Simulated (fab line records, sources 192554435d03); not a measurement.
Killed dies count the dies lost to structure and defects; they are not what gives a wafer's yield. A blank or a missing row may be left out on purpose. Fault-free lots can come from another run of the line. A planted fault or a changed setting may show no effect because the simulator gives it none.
A lot that was struck, set against a sound lot    flow n5 finfet    38 out of 1938 route steps
Sound: these wafers, L505.1, L505.2, L505.6. Struck: wafer L491.1; the same lot's L491.5 was not struck, so it is left out; see the end for the cause.
Each step with rows lists, per side, the tool, then ch with its chambers, then its first start. Under that, the readings that differ: sound wafers    struck wafers    difference of the means    sigmas: that difference in standard deviations of wafers without a fault.
alike: readings with means less than 2 such deviations apart, plus words and numbers identical on both sides. not compared: withheld readings, readings lacking a value on some wafer, bounds such as >300 that could conceal the same value, and numbers that have no deviation in the record and whose values overlap.
Wherever a step has rows on one side only, a row that says differs or no value, or a row with sigmas, the two part there. When numbers do not overlap yet have no deviation, they are printed without sigmas and do not part them. Lack of a reading on every wafer of one side parts them only where that side has two or more wafers.

first, 8 steps without rows for these wafers: N5_BEOL_M0_ECD_118 (material Cu, target thk 300 nm); N5_BEOL_M0_ANNEAL_119 (time 90 s); N5_BEOL_M0_CMP_120 (polishes, stops on SiOC, t overpolish 6.9 s); N5_BEOL_M0_PRE_CLEAN_131 (time 15 s); N5_BEOL_M0_CO_CAP_123 (material Co, precursor CCTBA/H2, target thk 2 nm, time 102.1 s); N5_BEOL_M0_PRE_CLEAN_124 (time 15 s); N5_BEOL_M0_DEP_125 (deposits SiCN from 3MS/NH3, target thk 8 nm, time 14 s); N5_BEOL_M1_ILD_DEP_00 (deposits SiOC from DEMS/O2, target thk 79 nm, time 15.3 s).
N5_BEOL_M1_PECVD_72: deposits SiO2 from TEOS/O2, target thk 16 nm, time 18 s.
  sound on pecvd-03 ch 1,2, day 11 20:00; struck on pecvd-03 ch 1, day 8 11:35
reading                                     sound       struck  difference  sigmas
model.SiO2_of_BEOL_M1_PECVD_72.thk nm (nm)  15.6 16 16  23      +7          
  alike: heater power w, showerhead plenum p Torr, throttle valve pct
then, 25 steps without rows for these wafers: N5_BEOL_M1_HM_DEP_02 (deposits TiN, target thk 20 nm); N5_BEOL_M1_COAT_61 (time 60 s, resist thk 60 nm); N5_BEOL_M1_COAT_62 (time 60 s, resist thk 12 nm); N5_BEOL_M1_COAT_73 (time 60 s, resist thk 5 nm); N5_BEOL_M1_COAT_05 (resist thk 30 nm); N5_BEOL_M1_EBR_07; N5_BEOL_M1_SOFTBAKE_06 (time 60 s); N5_BEOL_M1_EXPOSE_08 (exposes mask M1); N5_BEOL_M1_PEB_09 (peb time 60 s); N5_BEOL_M1_DEVELOP_10 (develop time 30 s); N5_BEOL_M1_DESCUM_16 (chemistry O2, time 7 s); N5_BEOL_M1_ETCH_74 (etches underlayer in N2/H2, target depth 6.5 nm, time 5.2 s); N5_BEOL_M1_ETCH_63 (etches SiARC in CF4, target depth 15.6 nm, time 26 s); N5_BEOL_M1_ETCH_64 (etches SOC in N2/H2, target depth 75 nm, overetch 15 nm, time 112.5 s); N5_BEOL_M1_STRIP_65 (strips in N2/H2); N5_BEOL_M1_STRIP_75 (strips in N2/H2); N5_BEOL_M1_STRIP_66 (strips in CF4); N5_BEOL_M1_HM_OPEN_17 (chemistry Cl2/BCl3, target TiN, target depth 20 nm, overetch 6 nm); N5_BEOL_M1_STRIP_19 (strips in O2); N5_BEOL_M1_COAT_67 (time 60 s, resist thk 60 nm); N5_BEOL_M1_COAT_68 (time 60 s, resist thk 12 nm); N5_BEOL_M1_COAT_76 (time 60 s, resist thk 5 nm); N5_BEOL_M1_COAT_22 (resist thk 30 nm); N5_BEOL_M1_EBR_24; N5_BEOL_M1_SOFTBAKE_23 (time 60 s).
N5_BEOL_M1_HM_STRIP_39: strips TiN in peroxide tin strip, target depth 25 nm, time 158 s.
  sound on wet bench-01 ch 5,6,7, day 13 08:47; struck on wet bench-04 ch 0, day 9 00:16
reading                                     sound           struck  difference  sigmas
model.SiO2_of_BEOL_M1_PECVD_72.thk nm (nm)  15.4 15.8 15.8  23      +7          
  alike: bath guard temp C
N5_BEOL_M1_CMP_52: polishes, stops on SiOC, t overpolish 6.8 s, target thk 40 nm.
  sound on cmp-04 ch 0,1, day 13 11:59; struck on cmp-01 ch 1, day 9 03:42
reading                       sound           struck  difference  sigmas
barrier field endpoint s (s)  24.6 25.0 24.5  33.0    +8.3        +13
motor current A (A)           6.0 7.1 7.4     4.9     -1.9        -2
-- the record jumps here: 5 days lie between the struck wafers' starts before and after (it left off in module BEOL_M1 and takes up again in module BEOL_M4, whose first step shown is number 1111 of the route) --
N5_BEOL_M4_RC_MEAS_101:
  sound on prober-02 ch 0, day 16 04:23; struck on prober-02 ch 0, day 13 23:03
reading        sound           struck  difference  sigmas
SS_N (mV/dec)  72.1 72.3 72.4  71.0    -1.3        -2
  alike: DIBL_N, DIBL_P, IOFF_N, IOFF_P, ION_N, ION_P, SS_P, VT_N, VT_P
-- record jumps: 5 days separate the struck wafers' starts on either side; left off in module BEOL_M4, taken up again in module PASSIVATION, whose first shown step is the route's number 1936 --
N5_PASSIVATION_PROBE_49:
  struck on prober-02, day 18 14:11; sound on prober-02, day 21 04:08
reading              sound     struck  difference  sigmas
killed at front end  50 36 35  19      -21         -2
killed at other      2 0 2     9       +8          +3
  alike: defect limited yield, killed_at_M0_to_M3, killed_at_M4_up, killed at contacts, killed dies, killed open, killed short, sort_bin_5_function, sort_bin_6_memory, sort n pass, sort yield pct

## WHERE THEY PART
Last at N5_PASSIVATION_PROBE_49 as far as this record goes, first at N5_BEOL_M1_CMP_52.

WHY: what the simulator had put in
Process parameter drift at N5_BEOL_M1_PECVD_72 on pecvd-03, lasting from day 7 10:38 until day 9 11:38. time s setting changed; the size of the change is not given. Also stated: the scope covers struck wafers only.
